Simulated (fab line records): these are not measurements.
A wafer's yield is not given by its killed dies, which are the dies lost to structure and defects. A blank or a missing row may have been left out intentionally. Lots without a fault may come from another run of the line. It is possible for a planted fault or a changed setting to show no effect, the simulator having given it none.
fab line records / flow n5Finfet
record: lots: 13 wafers: 36 lastDay: 18
route steps=1938 shown MOL_CONTACT_COAG@608 MIM_BOT_ETCH@1869 PAD_METAL@1894 PASSIVATION@1936
lots that met no fault: from a run of the same line without faults
startH: hours from the record's first day to the start of the lot's first wafer shown / waitH: time in hours since the lot's previous step / " repeats the value in the row above / L1.1+2: one row covering several wafers at once / - no value, or no start given / * or withheld: withheld / < > ~ a bound
route shown NAME@n: a module of which the file shows steps, and the number in the route of the first / usual: the fault-free wafers' mean and standard deviation / same: alike in all rows / chamber/n: place in a boat / sites: the reading at each site / _std_site: how widely they spread, as a standard deviation / _edge_site: the outer-site mean with the inner-site mean subtracted / radiusMm: how far each site lies from the wafer's centre / mask NAME#n: copy n / behind: the most recent tool/chamber to have shaped the wafer / hold: the reason the lot was held/the length of the hold in hours/how it ended / device: whichever transistor did not switch (one of n, p or np) / end of line: the tests these same wafers got at the end of their route / where a step has no rows: the recipe by itself / killed: at the first sort, the dies lost to defects and structure; wafer yield is something else / map: per-die view of a wafer (x killed, . not killed, _ where there is no die)
set.NAME: setting as actually run; set.NAME@STEP: the setting as run at that earlier step / model.NAME: the simulator's own value behind a step, which no gauge read
steps of the route over a sample of lots; a table a step, a row a wafer
services: the hour from which a tool's chamber was out of use, counted from the record's first day as startH (under 0 if before that day), plus the number of hours and why
== steps ==
step: N5_MOL_CONTACT_COAG_ALD_133
recipe: material: SiO2 targetThkA: 50 tempC: 100 aldPrecursorFamily: BDEAS aldCoReactant: O2-plasma pulseTimeS: 1 coReactantPulseTimeS: 1 purgeTimeS: 2 coReactantPurgeTimeS: 2 aldCycles: 35 pressureTorr: 2
usual: heaterPowerW: 79/9.6 precursorPulseHeightRel: 1.001/0.021
same: purgeTimeS: 2
lot.wafer=L351.1 tool=aldSin-04 chamber=2 startH=100.70 waitH=0.1 heaterPowerW=70 precursorPulseHeightRel=0.986
lot.wafer=L351.2 tool=aldSin-04 chamber=0 startH=100.70 waitH=0.1 heaterPowerW=74 precursorPulseHeightRel=1.032
lot.wafer=L351.5 tool=aldSin-04 chamber=0 startH=100.70 waitH=0.1 heaterPowerW=72 precursorPulseHeightRel=0.989
lot.wafer=L354.3 tool=aldSin-01 chamber=0 startH=115.11 waitH=0.1 heaterPowerW=83 precursorPulseHeightRel=1.010
lot.wafer=L354.4 tool=aldSin-01 chamber=2 startH=115.11 waitH=0.1 heaterPowerW=89 precursorPulseHeightRel=0.958
lot.wafer=L354.5 tool=aldSin-01 chamber=3 startH=115.11 waitH=0.1 heaterPowerW=87 precursorPulseHeightRel=1.007
lot.wafer=L355.1 tool=aldSin-04 chamber=2 startH=127.91 waitH=0.8 heaterPowerW=71 precursorPulseHeightRel=1.018
lot.wafer=L355.3 tool=aldSin-04 chamber=0 startH=127.91 waitH=0.8 heaterPowerW=74 precursorPulseHeightRel=1.018
lot.wafer=L355.4 tool=aldSin-04 chamber=2 startH=127.91 waitH=0.8 heaterPowerW=70 precursorPulseHeightRel=0.978
lot.wafer=L356.2 tool=aldSin-01 chamber=2 startH=131.36 waitH=0.1 heaterPowerW=86 precursorPulseHeightRel=1.015
lot.wafer=L356.3 tool=aldSin-01 chamber=1 startH=131.36 waitH=0.1 heaterPowerW=64 precursorPulseHeightRel=1.001
lot.wafer=L356.4 tool=aldSin-01 chamber=2 startH=131.36 waitH=0.1 heaterPowerW=88 precursorPulseHeightRel=0.972
lot.wafer=L357.2 tool=aldSin-01 chamber=0 startH=132.04 waitH=0.1 heaterPowerW=83 precursorPulseHeightRel=1.019
lot.wafer=L357.3 tool=aldSin-01 chamber=1 startH=132.04 waitH=0.1 heaterPowerW=66 precursorPulseHeightRel=0.996
lot.wafer=L357.4 tool=aldSin-01 chamber=3 startH=132.04 waitH=0.1 heaterPowerW=86 precursorPulseHeightRel=0.988
lot.wafer=L358.1 tool=aldSin-04 chamber=3 startH=142.38 waitH=0.1 heaterPowerW=80 precursorPulseHeightRel=1.024
lot.wafer=L358.6 tool=aldSin-04 chamber=2 startH=142.38 waitH=0.1 heaterPowerW=70 precursorPulseHeightRel=1.018
lot.wafer=L359.3 tool=aldSin-01 chamber=0 startH=150.18 waitH=0.2 heaterPowerW=82 precursorPulseHeightRel=1.008
lot.wafer=L359.4 tool=aldSin-01 chamber=2 startH=150.18 waitH=0.2 heaterPowerW=88 precursorPulseHeightRel=1.030
lot.wafer=L360.2 tool=aldSin-01 chamber=0 startH=156.47 waitH=0.1 heaterPowerW=81 precursorPulseHeightRel=0.959
lot.wafer=L360.3 tool=aldSin-01 chamber=1 startH=156.47 waitH=0.1 heaterPowerW=67 precursorPulseHeightRel=0.999
lot.wafer=L360.6 tool=aldSin-01 chamber=3 startH=156.47 waitH=0.1 heaterPowerW=90 precursorPulseHeightRel=1.046
lot.wafer=L361.3 tool=aldSin-01 chamber=0 startH=160.06 waitH=0.1 heaterPowerW=81 precursorPulseHeightRel=1.003
lot.wafer=L361.5 tool=aldSin-01 chamber=3 startH=160.06 waitH=0.1 heaterPowerW=86 precursorPulseHeightRel=0.994
lot.wafer=L361.6 tool=aldSin-01 chamber=0 startH=160.06 waitH=0.1 heaterPowerW=82 precursorPulseHeightRel=1.032
lot.wafer=L362.1 tool=aldSin-01 chamber=2 startH=167.14 waitH=0.9 heaterPowerW=89 precursorPulseHeightRel=0.978
lot.wafer=L362.2 tool=aldSin-01 chamber=0 startH=167.14 waitH=0.9 heaterPowerW=83 precursorPulseHeightRel=1.003
lot.wafer=L362.6 tool=aldSin-01 chamber=0 startH=167.14 waitH=0.9 heaterPowerW=84 precursorPulseHeightRel=1.046
lot.wafer=L363.4 tool=aldSin-04 chamber=1 startH=177.29 waitH=0.1 heaterPowerW=96 precursorPulseHeightRel=1.009
lot.wafer=L363.6 tool=aldSin-04 chamber=3 startH=177.29 waitH=0.1 heaterPowerW=81 precursorPulseHeightRel=1.017
lot.wafer=L365.1 tool=aldSin-04 chamber=0 startH=189.07 waitH=0.6 heaterPowerW=72 precursorPulseHeightRel=0.998
lot.wafer=L365.2 tool=aldSin-04 chamber=2 startH=189.07 waitH=0.6 heaterPowerW=69 precursorPulseHeightRel=1.023
lot.wafer=L365.5 tool=aldSin-04 chamber=2 startH=189.07 waitH=0.6 heaterPowerW=71 precursorPulseHeightRel=0.998
lot.wafer=L374.2 tool=aldSin-01 chamber=3 startH=242.50 waitH=0.1 heaterPowerW=88 precursorPulseHeightRel=0.964
lot.wafer=L374.4 tool=aldSin-01 chamber=0 startH=242.50 waitH=0.1 heaterPowerW=84 precursorPulseHeightRel=1.003
lot.wafer=L374.5 tool=aldSin-01 chamber=1 startH=242.50 waitH=0.1 heaterPowerW=65 precursorPulseHeightRel=0.975
step: N5_MIM_BOT_ETCH_STRIP_01
recipe: chemistry: O2 powerW: 600 tempC: 60 pressureMtorr: 30 rfFrequencyHz: 6e+07 biasPowerW: 0 overashFraction: 0.5 o2FlowSccm: 225
usual: chamberPressureMTorr: 30.01/0.081 drypumpMotorCurrentA: 5.6/0.44 oesProductAu: 0.79/0.075 rfVppV: 3.5/1.2 showerheadPlenumPTorr: 2.10/0.061 throttleValvePct: 16.49/0.2
lot.wafer=L351.1 tool=rieDiel-04 chamber=0 startH=258.37 waitH=0.2 chamberPressureMTorr=30.02 drypumpMotorCurrentA=5.9 oesProductAu=0.90 rfHoursCounterH=25 rfVppV=2.5 showerheadPlenumPTorr=2.05 throttleValvePct=16.59
lot.wafer=L351.2 tool=rieDiel-04 chamber=2 startH=258.37 waitH=0.2 chamberPressureMTorr=30.05 drypumpMotorCurrentA=5.0 oesProductAu=0.82 rfHoursCounterH=82 rfVppV=4.1 showerheadPlenumPTorr=2.12 throttleValvePct=16.42
lot.wafer=L351.5 tool=rieDiel-04 chamber=2 startH=258.37 waitH=0.2 chamberPressureMTorr=30.03 drypumpMotorCurrentA=4.9 oesProductAu=0.83 rfHoursCounterH=- rfVppV=2.8 showerheadPlenumPTorr=2.12 throttleValvePct=16.33
lot.wafer=L354.3 tool=rieDiel-04 chamber=3 startH=276.22 waitH=0.1 chamberPressureMTorr=30.05 drypumpMotorCurrentA=5.6 oesProductAu=0.93 rfHoursCounterH=19 rfVppV=4.3 showerheadPlenumPTorr=2.15 throttleValvePct=16.59
lot.wafer=L354.4 tool=rieDiel-04 chamber=2 startH=276.22 waitH=0.1 chamberPressureMTorr=30.21 drypumpMotorCurrentA=4.9 oesProductAu=0.81 rfHoursCounterH=83 rfVppV=3.2 showerheadPlenumPTorr=2.12 throttleValvePct=16.40
lot.wafer=L354.5 tool=rieDiel-04 chamber=1 startH=276.22 waitH=0.1 chamberPressureMTorr=30.11 drypumpMotorCurrentA=5.2 oesProductAu=0.84 rfHoursCounterH=- rfVppV=3.3 showerheadPlenumPTorr=2.23 throttleValvePct=16.44
lot.wafer=L355.1 tool=rieDiel-02 chamber=0 startH=289.99 waitH=0.1 chamberPressureMTorr=29.98 drypumpMotorCurrentA=6.2 oesProductAu=0.86 rfHoursCounterH=55 rfVppV=4.3 showerheadPlenumPTorr=2.01 throttleValvePct=16.64
lot.wafer=L355.3 tool=rieDiel-02 chamber=2 startH=289.99 waitH=0.1 chamberPressureMTorr=29.96 drypumpMotorCurrentA=6.2 oesProductAu=0.81 rfHoursCounterH=59 rfVppV=3.5 showerheadPlenumPTorr=2.05 throttleValvePct=16.22
lot.wafer=L355.4 tool=rieDiel-02 chamber=3 startH=289.99 waitH=0.1 chamberPressureMTorr=29.90 drypumpMotorCurrentA=6.1 oesProductAu=0.68 rfHoursCounterH=236 rfVppV=4.5 showerheadPlenumPTorr=2.06 throttleValvePct=16.87
lot.wafer=L356.2 tool=rieDiel-02 chamber=1 startH=290.85 waitH=0.1 chamberPressureMTorr=30.01 drypumpMotorCurrentA=5.4 oesProductAu=0.75 rfHoursCounterH=115 rfVppV=3.4 showerheadPlenumPTorr=2.03 throttleValvePct=16.32
lot.wafer=L356.3 tool=rieDiel-02 chamber=2 startH=290.85 waitH=0.1 chamberPressureMTorr=30.04 drypumpMotorCurrentA=6.2 oesProductAu=0.81 rfHoursCounterH=60 rfVppV=1.9 showerheadPlenumPTorr=2.04 throttleValvePct=16.20
lot.wafer=L356.4 tool=rieDiel-02 chamber=3 startH=290.85 waitH=0.1 chamberPressureMTorr=30.20 drypumpMotorCurrentA=6.1 oesProductAu=0.70 rfHoursCounterH=236 rfVppV=1.3 showerheadPlenumPTorr=2.06 throttleValvePct=16.92
lot.wafer=L357.2 tool=rieDiel-01 chamber=1 startH=301.85 waitH=0.1 chamberPressureMTorr=29.94 drypumpMotorCurrentA=5.5 oesProductAu=0.83 rfHoursCounterH=55 rfVppV=2.9 showerheadPlenumPTorr=2.15 throttleValvePct=16.35
lot.wafer=L357.3 tool=rieDiel-01 chamber=2 startH=301.85 waitH=0.1 chamberPressureMTorr=29.99 drypumpMotorCurrentA=5.5 oesProductAu=0.81 rfHoursCounterH=73 rfVppV=1.4 showerheadPlenumPTorr=2.12 throttleValvePct=16.59
lot.wafer=L357.4 tool=rieDiel-01 chamber=0 startH=301.85 waitH=0.1 chamberPressureMTorr=29.90 drypumpMotorCurrentA=5.7 oesProductAu=0.67 rfHoursCounterH=222 rfVppV=4.3 showerheadPlenumPTorr=2.16 throttleValvePct=16.64
lot.wafer=L358.1 tool=rieDiel-01 chamber=2 startH=315.60 waitH=0.3 chamberPressureMTorr=30.08 drypumpMotorCurrentA=5.5 oesProductAu=0.83 rfHoursCounterH=77 rfVppV=4.4 showerheadPlenumPTorr=2.12 throttleValvePct=16.58
lot.wafer=L358.6 tool=rieDiel-01 chamber=3 startH=315.60 waitH=0.3 chamberPressureMTorr=29.94 drypumpMotorCurrentA=4.8 oesProductAu=0.72 rfHoursCounterH=- rfVppV=2.4 showerheadPlenumPTorr=2.06 throttleValvePct=16.14
lot.wafer=L359.3 tool=rieDiel-02 chamber=2 startH=320.19 waitH=0.1 chamberPressureMTorr=29.85 drypumpMotorCurrentA=6.2 oesProductAu=0.80 rfHoursCounterH=70 rfVppV=2.4 showerheadPlenumPTorr=2.04 throttleValvePct=16.26
lot.wafer=L359.4 tool=rieDiel-02 chamber=3 startH=320.19 waitH=0.1 chamberPressureMTorr=30.16 drypumpMotorCurrentA=6.1 oesProductAu=0.67 rfHoursCounterH=245 rfVppV=4.6 showerheadPlenumPTorr=2.05 throttleValvePct=16.90
lot.wafer=L360.2 tool=rieDiel-04 chamber=0 startH=322.46 waitH=0.1 chamberPressureMTorr=30.04 drypumpMotorCurrentA=5.9 oesProductAu=0.87 rfHoursCounterH=43 rfVppV=3.8 showerheadPlenumPTorr=2.04 throttleValvePct=16.60
lot.wafer=L360.3 tool=rieDiel-04 chamber=1 startH=322.46 waitH=0.1 chamberPressureMTorr=29.96 drypumpMotorCurrentA=5.1 oesProductAu=0.84 rfHoursCounterH=66 rfVppV=2.9 showerheadPlenumPTorr=2.23 throttleValvePct=16.50
lot.wafer=L360.6 tool=rieDiel-04 chamber=2 startH=322.46 waitH=0.1 chamberPressureMTorr=29.97 drypumpMotorCurrentA=5.0 oesProductAu=0.79 rfHoursCounterH=- rfVppV=3.1 showerheadPlenumPTorr=2.12 throttleValvePct=16.44
lot.wafer=L361.3 tool=rieDiel-01 chamber=0 startH=326.04 waitH=0.1 chamberPressureMTorr=29.94 drypumpMotorCurrentA=5.6 oesProductAu=0.69 rfHoursCounterH=231 rfVppV=3.3 showerheadPlenumPTorr=2.15 throttleValvePct=16.66
lot.wafer=L361.5 tool=rieDiel-01 chamber=2 startH=326.04 waitH=0.1 chamberPressureMTorr=30.05 drypumpMotorCurrentA=5.6 oesProductAu=0.82 rfHoursCounterH=- rfVppV=3.2 showerheadPlenumPTorr=2.11 throttleValvePct=16.60
lot.wafer=L361.6 tool=rieDiel-01 chamber=3 startH=326.04 waitH=0.1 chamberPressureMTorr=30.11 drypumpMotorCurrentA=4.8 oesProductAu=0.73 rfHoursCounterH=- rfVppV=4.5 showerheadPlenumPTorr=2.06 throttleValvePct=16.18
lot.wafer=L362.1 tool=rieDiel-02 chamber=1 startH=326.20 waitH=0.1 chamberPressureMTorr=29.92 drypumpMotorCurrentA=5.4 oesProductAu=0.75 rfHoursCounterH=127 rfVppV=1.9 showerheadPlenumPTorr=2.02 throttleValvePct=16.36
lot.wafer=L362.2 tool=rieDiel-02 chamber=2 startH=326.20 waitH=0.1 chamberPressureMTorr=30.06 drypumpMotorCurrentA=6.1 oesProductAu=0.77 rfHoursCounterH=72 rfVppV=5.0 showerheadPlenumPTorr=2.04 throttleValvePct=16.24
lot.wafer=L362.6 tool=rieDiel-02 chamber=2 startH=326.20 waitH=0.1 chamberPressureMTorr=30.10 drypumpMotorCurrentA=6.2 oesProductAu=0.81 rfHoursCounterH=- rfVppV=1.2 showerheadPlenumPTorr=2.04 throttleValvePct=16.24
lot.wafer=L363.4 tool=rieDiel-04 chamber=2 startH=343.47 waitH=0.1 chamberPressureMTorr=29.87 drypumpMotorCurrentA=4.9 oesProductAu=0.78 rfHoursCounterH=- rfVppV=2.1 showerheadPlenumPTorr=2.11 throttleValvePct=16.44
lot.wafer=L363.6 tool=rieDiel-04 chamber=0 startH=343.47 waitH=0.1 chamberPressureMTorr=29.97 drypumpMotorCurrentA=5.8 oesProductAu=0.86 rfHoursCounterH=- rfVppV=4.3 showerheadPlenumPTorr=2.04 throttleValvePct=16.63
lot.wafer=L365.1 tool=rieDiel-04 chamber=0 startH=348.67 waitH=0.1 chamberPressureMTorr=30.06 drypumpMotorCurrentA=5.9 oesProductAu=0.85 rfHoursCounterH=54 rfVppV=4.3 showerheadPlenumPTorr=2.03 throttleValvePct=16.61
lot.wafer=L365.2 tool=rieDiel-04 chamber=3 startH=348.67 waitH=0.1 chamberPressureMTorr=30.05 drypumpMotorCurrentA=5.6 oesProductAu=0.90 rfHoursCounterH=35 rfVppV=4.3 showerheadPlenumPTorr=2.14 throttleValvePct=16.51
lot.wafer=L365.5 tool=rieDiel-04 chamber=2 startH=348.67 waitH=0.1 chamberPressureMTorr=30.06 drypumpMotorCurrentA=4.9 oesProductAu=0.78 rfHoursCounterH=- rfVppV=2.3 showerheadPlenumPTorr=2.11 throttleValvePct=16.44
lot.wafer=L374.2 tool=rieDiel-01 chamber=1 startH=423.33 waitH=0.1 chamberPressureMTorr=30.06 drypumpMotorCurrentA=5.5 oesProductAu=0.81 rfHoursCounterH=94 rfVppV=5.3 showerheadPlenumPTorr=2.13 throttleValvePct=16.36
lot.wafer=L374.4 tool=rieDiel-01 chamber=0 startH=423.33 waitH=0.1 chamberPressureMTorr=30.07 drypumpMotorCurrentA=5.6 oesProductAu=1.00 rfHoursCounterH=2 rfVppV=5.3 showerheadPlenumPTorr=2.14 throttleValvePct=16.31
lot.wafer=L374.5 tool=rieDiel-01 chamber=0 startH=423.33 waitH=0.1 chamberPressureMTorr=30.05 drypumpMotorCurrentA=5.6 oesProductAu=1.00 rfHoursCounterH=- rfVppV=4.3 showerheadPlenumPTorr=2.14 throttleValvePct=16.28
step: N5_PASSIVATION_PRE_CLEAN_19
recipe: gas: H2/He timeS: * tempC: *
usual: heaterPowerW: 464/52
lot.wafer=L351.1 tool=pvdSputter-03 chamber=- startH=260.54 waitH=0.0 heaterPowerW=453
lot.wafer=L351.2 tool=pvdSputter-03 chamber=- startH=260.54 waitH=0.0 heaterPowerW=577
lot.wafer=L351.5 tool=pvdSputter-03 chamber=- startH=260.54 waitH=0.0 heaterPowerW=463
lot.wafer=L354.3 tool=pvdSputter-03 chamber=- startH=279.00 waitH=0.0 heaterPowerW=476
lot.wafer=L354.4 tool=pvdSputter-03 chamber=- startH=279.00 waitH=0.0 heaterPowerW=552
lot.wafer=L354.5 tool=pvdSputter-03 chamber=- startH=279.00 waitH=0.0 heaterPowerW=573
lot.wafer=L356.2 tool=pvdSputter-01 chamber=- startH=293.85 waitH=0.0 heaterPowerW=414
lot.wafer=L356.3 tool=pvdSputter-01 chamber=- startH=293.85 waitH=0.0 heaterPowerW=447
lot.wafer=L356.4 tool=pvdSputter-01 chamber=- startH=293.85 waitH=0.0 heaterPowerW=441
lot.wafer=L355.1 tool=pvdSputter-01 chamber=- startH=294.83 waitH=0.0 heaterPowerW=444
lot.wafer=L355.3 tool=pvdSputter-01 chamber=- startH=294.83 waitH=0.0 heaterPowerW=433
lot.wafer=L355.4 tool=pvdSputter-01 chamber=- startH=294.83 waitH=0.0 heaterPowerW=416
lot.wafer=L357.2 tool=pvdSputter-01 chamber=- startH=305.68 waitH=0.0 heaterPowerW=453
lot.wafer=L357.3 tool=pvdSputter-01 chamber=- startH=305.68 waitH=0.0 heaterPowerW=443
lot.wafer=L357.4 tool=pvdSputter-01 chamber=- startH=305.68 waitH=0.0 heaterPowerW=417
lot.wafer=L358.1 tool=pvdSputter-03 chamber=- startH=320.17 waitH=0.0 heaterPowerW=453
lot.wafer=L358.6 tool=pvdSputter-03 chamber=- startH=320.17 waitH=0.0 heaterPowerW=566
lot.wafer=L359.3 tool=pvdSputter-01 chamber=- startH=323.77 waitH=0.0 heaterPowerW=444
lot.wafer=L359.4 tool=pvdSputter-01 chamber=- startH=323.77 waitH=0.0 heaterPowerW=434
lot.wafer=L360.2 tool=pvdSputter-02 chamber=- startH=324.23 waitH=0.0 heaterPowerW=495
lot.wafer=L360.3 tool=pvdSputter-02 chamber=- startH=324.23 waitH=0.0 heaterPowerW=452
lot.wafer=L360.6 tool=pvdSputter-02 chamber=- startH=324.23 waitH=0.0 heaterPowerW=481
lot.wafer=L362.1 tool=pvdSputter-02 chamber=- startH=329.17 waitH=0.0 heaterPowerW=484
lot.wafer=L362.2 tool=pvdSputter-02 chamber=- startH=329.17 waitH=0.0 heaterPowerW=443
lot.wafer=L362.6 tool=pvdSputter-02 chamber=- startH=329.17 waitH=0.0 heaterPowerW=445
lot.wafer=L361.3 tool=pvdSputter-01 chamber=- startH=329.29 waitH=0.0 heaterPowerW=416
lot.wafer=L361.5 tool=pvdSputter-01 chamber=- startH=329.29 waitH=0.0 heaterPowerW=417
lot.wafer=L361.6 tool=pvdSputter-01 chamber=- startH=329.29 waitH=0.0 heaterPowerW=430
lot.wafer=L363.4 tool=pvdSputter-02 chamber=- startH=346.78 waitH=0.0 heaterPowerW=507
lot.wafer=L363.6 tool=pvdSputter-02 chamber=- startH=346.78 waitH=0.0 heaterPowerW=454
lot.wafer=L365.1 tool=pvdSputter-02 chamber=- startH=350.87 waitH=0.0 heaterPowerW=475
lot.wafer=L365.2 tool=pvdSputter-02 chamber=- startH=350.87 waitH=0.0 heaterPowerW=460
lot.wafer=L365.5 tool=pvdSputter-02 chamber=- startH=350.87 waitH=0.0 heaterPowerW=499
lot.wafer=L374.2 tool=pvdSputter-03 chamber=- startH=425.14 waitH=0.0 heaterPowerW=474
lot.wafer=L374.4 tool=pvdSputter-03 chamber=- startH=425.14 waitH=0.0 heaterPowerW=344
lot.wafer=L374.5 tool=pvdSputter-03 chamber=- startH=425.14 waitH=0.0 heaterPowerW=460
step: N5_PASSIVATION_PROBE_49
usual: defectLimitedYield: 91.5/1.5 killed_at_M0_to_M3: 32/10 killed_at_M4_up: 13/4.9 killedAtContacts: 13/6.1 killedAtFrontEnd: 38/11 killedAtOther: 3/3.2 killedDies: 101/18 killedOpen: 66/13 killedShort: 32/8.3 sort_bin_4_leakage: 0.00/0.018 sort_bin_5_function: 5.0/1 sort_bin_6_memory: 3.2/0.74 sort_bin_8_speed: 0.1/1.1 sortNPass: 1078/22 sortYieldPct: 91.3/1.9
same: grossDies: 1180 killedAtBackSide: 0
lot.wafer=L362.1 tool=prober-01 chamber=- startH=335.35 waitH=0.0 defectLimitedYield[%]=83.2 killed_at_M0_to_M3=20 killed_at_M4_up=9 killedAtContacts=133 killedAtFrontEnd=32 killedAtOther=4 killedDies=198 killedOpen=47 killedShort=28 sort_bin_4_leakage[%]=0 sort_bin_5_function[%]=11.2 sort_bin_6_memory[%]=3.3 sort_bin_8_speed[%]=0 sortNPass=982 sortYieldPct[%]=83.2
lot.wafer=L362.2 tool=prober-01 chamber=- startH=335.40 waitH=0.1 defectLimitedYield[%]=81.5 killed_at_M0_to_M3=17 killed_at_M4_up=15 killedAtContacts=154 killedAtFrontEnd=22 killedAtOther=10 killedDies=218 killedOpen=64 killedShort=19 sort_bin_4_leakage[%]=0 sort_bin_5_function[%]=11.7 sort_bin_6_memory[%]=4.3 sort_bin_8_speed[%]=0 sortNPass=962 sortYieldPct[%]=81.5
lot.wafer=L362.6 tool=prober-01 chamber=- startH=335.60 waitH=0.3 defectLimitedYield[%]=82.2 killed_at_M0_to_M3=32 killed_at_M4_up=3 killedAtContacts=137 killedAtFrontEnd=34 killedAtOther=4 killedDies=210 killedOpen=54 killedShort=32 sort_bin_4_leakage[%]=0 sort_bin_5_function[%]=10.3 sort_bin_6_memory[%]=4.6 sort_bin_8_speed[%]=0 sortNPass=970 sortYieldPct[%]=82.2
lot.wafer=L361.3 tool=prober-02 chamber=- startH=335.45 waitH=0.1 defectLimitedYield[%]=80.6 killed_at_M0_to_M3=29 killed_at_M4_up=5 killedAtContacts=134 killedAtFrontEnd=57 killedAtOther=4 killedDies=229 killedOpen=66 killedShort=35 sort_bin_4_leakage[%]=0 sort_bin_5_function[%]=13.5 sort_bin_6_memory[%]=3.8 sort_bin_8_speed[%]=0 sortNPass=951 sortYieldPct[%]=80.6
lot.wafer=L361.5 tool=prober-02 chamber=- startH=335.55 waitH=0.2 defectLimitedYield[%]=86.3 killed_at_M0_to_M3=31 killed_at_M4_up=9 killedAtContacts=66 killedAtFrontEnd=52 killedAtOther=4 killedDies=162 killedOpen=66 killedShort=35 sort_bin_4_leakage[%]=0 sort_bin_5_function[%]=8.6 sort_bin_6_memory[%]=3.6 sort_bin_8_speed[%]=0 sortNPass=1018 sortYieldPct[%]=86.3
lot.wafer=L361.6 tool=prober-02 chamber=- startH=335.60 waitH=0.3 defectLimitedYield[%]=80.6 killed_at_M0_to_M3=31 killed_at_M4_up=3 killedAtContacts=137 killedAtFrontEnd=55 killedAtOther=3 killedDies=229 killedOpen=52 killedShort=34 sort_bin_4_leakage[%]=0 sort_bin_5_function[%]=12.2 sort_bin_6_memory[%]=4.0 sort_bin_8_speed[%]=0 sortNPass=951 sortYieldPct[%]=80.6
killed by level:class
L362.1 MOL_CONTACT_COAG:unspecified=121 MOL_CONTACT_COAG:geometricParticle:open=11 FIN_SAQP:geometricParticle:short=7 GATE_CUT:geometricParticle:short=7 STI_FIN_REVEAL:geometricParticle:open=5 BEOL_M3:geometricParticle:open=5 DUMMY_GATE:geometricParticle:open=4 GATE_CUT:geometricParticle:open=4
L362.2 MOL_CONTACT_COAG:unspecified=133 MOL_CONTACT_COAG:geometricParticle:open=18 DUMMY_GATE:geometricParticle:open=8 BEOL_M4:geometricParticle:open=7 BEOL_M1:geometricParticle:open=5 PAD_METAL:geometricParticle:short=4 BEOL_M0_SAQP:geometricParticle:open=3 BEOL_M9:geometricParticle:open=3
L361.3 MOL_CONTACT_COAG:unspecified=126 FIN_SAQP:geometricParticle:short=12 FIN_SAQP:geometricParticle:open=10 GATE_CUT:geometricParticle:open=7 GATE_CUT:geometricParticle:short=6 BEOL_M0_SAQP:geometricParticle:open=6 BEOL_M2:geometricParticle:open=6 STI_FIN_REVEAL:geometricParticle:open=5
L361.5 MOL_CONTACT_COAG:unspecified=60 FIN_SAQP:geometricParticle:open=16 FIN_SAQP:geometricParticle:short=12 BEOL_M0_SAQP:geometricParticle:open=10 GATE_CUT:geometricParticle:short=7 BEOL_M0_SAQP:geometricParticle:short=6 BEOL_M1:geometricParticle:open=6 GATE_CUT:geometricParticle:open=4
L361.6 MOL_CONTACT_COAG:unspecified=131 FIN_SAQP:geometricParticle:open=15 HKMG_FIN:areaEtch=12 BEOL_M0_SAQP:geometricParticle:short=9 FIN_SAQP:geometricParticle:short=5 MOL_CONTACT_COAG:geometricParticle:open=5 GATE_CUT:geometricParticle:short=5 BEOL_M1:geometricParticle:open=5
L362.6 MOL_CONTACT_COAG:unspecified=123 STI_FIN_REVEAL:geometricParticle:open=11 BEOL_M0_SAQP:geometricParticle:short=11 MOL_CONTACT_COAG:geometricParticle:open=8 FIN_SAQP:geometricParticle:short=7 BEOL_M0_SAQP:geometricParticle:open=7 MOL_CONTACT_COAG:geometricParticle:short=6 DUMMY_GATE:geometricParticle:open=4
== services ==
tool=rieDiel-04 chamber=2 startH=84.75 hours=13.7 kind=repair
tool=aldSin-01 chamber=- startH=86.31 hours=14.0 kind=pm
tool=rieDiel-01 chamber=0 startH=114.92 hours=6.0 kind=repair
tool=aldSin-01 chamber=0 startH=116.62 hours=14.9 kind=repair
tool=pvdSputter-03 chamber=- startH=121.47 hours=2.2 kind=repair
tool=aldSin-04 chamber=0 startH=164.70 hours=5.0 kind=repair
tool=rieDiel-04 chamber=1 startH=173.76 hours=7.8 kind=repair
tool=pvdSputter-02 chamber=- startH=174.82 hours=1.6 kind=repair
tool=aldSin-01 chamber=0 startH=201.35 hours=5.4 kind=repair
tool=rieDiel-02 chamber=2 startH=220.06 hours=5.1 kind=repair
tool=aldSin-04 chamber=- startH=225.66 hours=1.4 kind=repair
tool=aldSin-04 chamber=0 startH=247.35 hours=4.6 kind=repair
tool=rieDiel-04 chamber=- startH=260.98 hours=14.6 kind=pm
tool=aldSin-04 chamber=- startH=268.49 hours=14.0 kind=pm
tool=rieDiel-04 chamber=3 startH=277.80 hours=22.7 kind=repair
tool=rieDiel-04 chamber=- startH=278.13 hours=2.0 kind=repair
tool=aldSin-01 chamber=- startH=289.02 hours=1.0 kind=repair
tool=rieDiel-04 chamber=3 startH=321.91 hours=5.7 kind=repair
tool=rieDiel-04 chamber=1 startH=338.19 hours=8.8 kind=repair
tool=aldSin-01 chamber=1 startH=350.44 hours=5.4 kind=repair
tool=aldSin-04 chamber=2 startH=379.70 hours=20.7 kind=repair
tool=rieDiel-04 chamber=1 startH=389.83 hours=7.0 kind=repair
tool=pvdSputter-01 chamber=- startH=400.57 hours=5.2 kind=repair
tool=aldSin-01 chamber=1 startH=403.07 hours=2.9 kind=repair
== key ==
firstSign: step: N5_PASSIVATION_PROBE_49 reading: killedAtContacts direction: up sigmas: 18 usual: 13 struck: 127
effect: step: N5_PASSIVATION_PROBE_49 reading: defectLimitedYield direction: down sigmas: 5.9 usual: 91.5 struck: 82.4
moreKillsBornAt: N5_MOL_CONTACT_COAG_ALD_133@aldSin-01: 694
metAt N5_MOL_CONTACT_COAG_ALD_133
struckLots L361,L362
baselineLoss: step: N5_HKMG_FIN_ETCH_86 wafers: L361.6
notActingAt N5_MIM_BOT_ETCH_STRIP_01,N5_PASSIVATION_PRE_CLEAN_19
onsetBetween 156.47 160.06
fault: kind: chamberParticleSource tool: aldSin-01 chamber: - onsetH: 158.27 steps: N5_MOL_CONTACT_COAG_ALD_133 ratePerVisitCm2: 0.90894 endH: 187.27
baselineLoss: these wafers lose ten dies or more at that step, a loss of the line's own and not of a fault; the sort's usual values leave them out
